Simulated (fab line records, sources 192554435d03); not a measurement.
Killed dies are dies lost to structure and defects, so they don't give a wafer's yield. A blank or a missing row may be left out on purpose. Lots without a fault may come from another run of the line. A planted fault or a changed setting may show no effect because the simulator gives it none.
Chamber matching | flow n5_finfet | N5_BEOL_M8_ETCH_62 on rie_diel-06: 4 sister chambers
The step etches SOC in N2/H2, target depth 110 nm, overetch 22 nm, time 165 s. 16 wafers are shown with their chamber, then 8 later ones without.

WAFERS WITH THEIR CHAMBER
wafer  | chamber | showerhead_plenum_p_Torr (Torr) | drypump_motor_current_A (A) | throttle_valve_pct (%)
L077.1 | 1       | 2.59                            | 6.6                         | 17.44
L077.2 | 3       | 2.54                            | 5.5                         | 18.15
L077.5 | 1       | 2.59                            | 6.6                         | 17.42
L078.1 | 2       | 2.49                            | 5.9                         | 17.63
L078.4 | 3       | 2.54                            | 5.5                         | 18.17
L078.6 | 0       | 2.69                            | 6.0                         | 17.84
L083.3 | 1       | 2.59                            | 6.6                         | 17.46
L083.4 | 3       | 2.54                            | 5.5                         | 18.17
L083.6 | 0       | 2.69                            | 6.0                         | 17.84
L086.2 | 1       | 2.59                            | 6.6                         | 17.49
L086.3 | 3       | 2.53                            | 5.5                         | 18.18
L086.6 | 3       | 2.53                            | 5.5                         | 18.20
L090.2 | 2       | 2.48                            | 5.9                         | 17.66
L090.4 | 3       | 2.53                            | 5.6                         | 18.21
L090.6 | 2       | 2.48                            | 6.0                         | 17.66
L091.3 | 2       | 2.48                            | 6.0                         | 17.68

SIGNATURES (means of the wafers above)
reading                  | chamber 0 | chamber 1 | chamber 2 | chamber 3 | scatter within a chamber
showerhead_plenum_p_Torr | 2.6900    | 2.5900    | 2.4825    | 2.5350    | 0.00433
drypump_motor_current_A  | 6.000     | 6.600     | 5.950     | 5.517     | 0.0391
throttle_valve_pct       | 17.8400   | 17.4525   | 17.6575   | 18.1800   | 0.023
Rule: a wafer's distance from a chamber is the root of the sum, over the readings, of the square of ((its reading less the chamber's mean) divided by the reading's scatter). The wafer belongs to the nearest chamber; if the next one is less than 2 further off, it can't be placed. The scatter: the root of (the sum of the squares of (reading less its chamber's mean) over the shown wafers, divided by (wafers less chambers)).

WAFERS WITHOUT THEIR CHAMBER
wafer  | showerhead_plenum_p_Torr (Torr) | drypump_motor_current_A (A) | throttle_valve_pct (%)
L091.4 | 2.53                            | 5.6                         | 18.21
L091.6 | 2.58                            | 6.6                         | 17.50
L095.2 | 2.67                            | 6.1                         | 17.88
L095.5 | 2.48                            | 5.9                         | 17.68
L095.6 | 2.58                            | 6.6                         | 17.52
L097.2 | 2.53                            | 5.6                         | 18.21
L097.5 | 2.58                            | 6.6                         | 17.54
L097.6 | 2.67                            | 6.1                         | 17.90

WHICH CHAMBER EACH WENT THROUGH
wafer  | from the rows above | in truth
L091.4 | 3                   | 3
L091.6 | 1                   | 1
L095.2 | 0                   | 0
L095.5 | 2                   | 2
L095.6 | 1                   | 1
L097.2 | 3                   | 3
L097.5 | 1                   | 1
L097.6 | 0                   | 0
Placed correctly: 8 of 8. Can't be placed from these rows: 0. Placed wrongly: 0.
